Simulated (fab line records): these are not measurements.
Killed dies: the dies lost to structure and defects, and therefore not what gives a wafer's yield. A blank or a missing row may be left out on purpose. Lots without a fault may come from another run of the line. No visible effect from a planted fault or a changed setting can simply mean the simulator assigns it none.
Which tool did it? | flow nand-harc | Sampling: 6 lots, 18 wafers, 3 of 1302 route steps

## WHAT THE GAUGES READ, wafer by wafer
NHARC_P_ZERO_WELL_CD_MEAS_37: target cd 720 nm.
lot  | measured     | on        | cd-nm (nm)
L418 | day 4 02:07  | cd-sem-01 | 716.1 719.7 719.9
L422 | day 5 17:55  | cd-sem-02 | 718.3 719.4 721.5
L424 | day 6 14:22  | cd-sem-03 | 721.9 722.7 722.2
L426 | day 7 11:40  | cd-sem-01 | 722.7 719.0 722.7
L433 | day 10 09:47 | cd-sem-03 | 710.8 712.4 711.4
L435 | day 11 03:59 | cd-sem-01 | 720.6 719.5 718.3

## TOOL THAT RAN EACH LOT (tool first, then ch and the chambers of the sampled wafers, then the start)
lot  | NHARC_P_ZERO_WELL_DESCUM_26        | NHARC_P_ZERO_WELL_PEB_35
L418 | rie-diel-05 ch 0,2, day 4 00:46    | litho-track-07 ch 0, day 4 02:02
L422 | rie-diel-05 ch 0,1,3, day 5 16:34  | litho-track-07 ch 0, day 5 17:49
L424 | rie-diel-01 ch 1,2,3, day 6 13:01  | litho-track-07 ch 0, day 6 14:16
L426 | rie-diel-09 ch 0,1,3, day 7 10:19  | litho-track-07 ch 0, day 7 11:34
L433 | rie-diel-01 ch 0,1,2, day 10 08:27 | litho-track-03 ch 0, day 10 09:41
L435 | rie-diel-01 ch 0,1, day 11 02:38   | litho-track-05 ch 0, day 11 03:54
- NHARC_P_ZERO_WELL_DESCUM_26: chemistry O2, time 3 s.
- NHARC_P_ZERO_WELL_PEB_35: peb time 85 s.

## THE ANSWER, worked out from the rows above alone
Rule: usual is defined by the lots themselves. Put in order of their means at a reading, lots are off if they are a third of the lots or fewer, leave a main group of 4 or more, and stand apart from it by a gap of 3 or more times the standard deviation of the main group's means; of several such gaps the widest counts. A main group is skipped when, at the precision printed for the reading in the tables above, its means are all equal. A lot without any number at a reading at which 4 lots or more have one is off too. All remaining lots with rows at the step are treated as sound.
Off at NHARC_P_ZERO_WELL_CD_MEAS_37 (cd-nm): L433. The main group: mean 720.3 nm, standard deviation 1.4.
A tool fits if, at a process step before that reading, it ran every lot that is off, and no sound lot after the first of them. Gauges at NHARC_P_ZERO_WELL_CD_MEAS_37: tried the same way as those tools. Undecided on this evidence; 2 tools fit (litho-track-03 at NHARC_P_ZERO_WELL_PEB_35, cd-sem-03 at NHARC_P_ZERO_WELL_CD_MEAS_37).

## WHAT WAS PUT IN BY THE SIMULATOR
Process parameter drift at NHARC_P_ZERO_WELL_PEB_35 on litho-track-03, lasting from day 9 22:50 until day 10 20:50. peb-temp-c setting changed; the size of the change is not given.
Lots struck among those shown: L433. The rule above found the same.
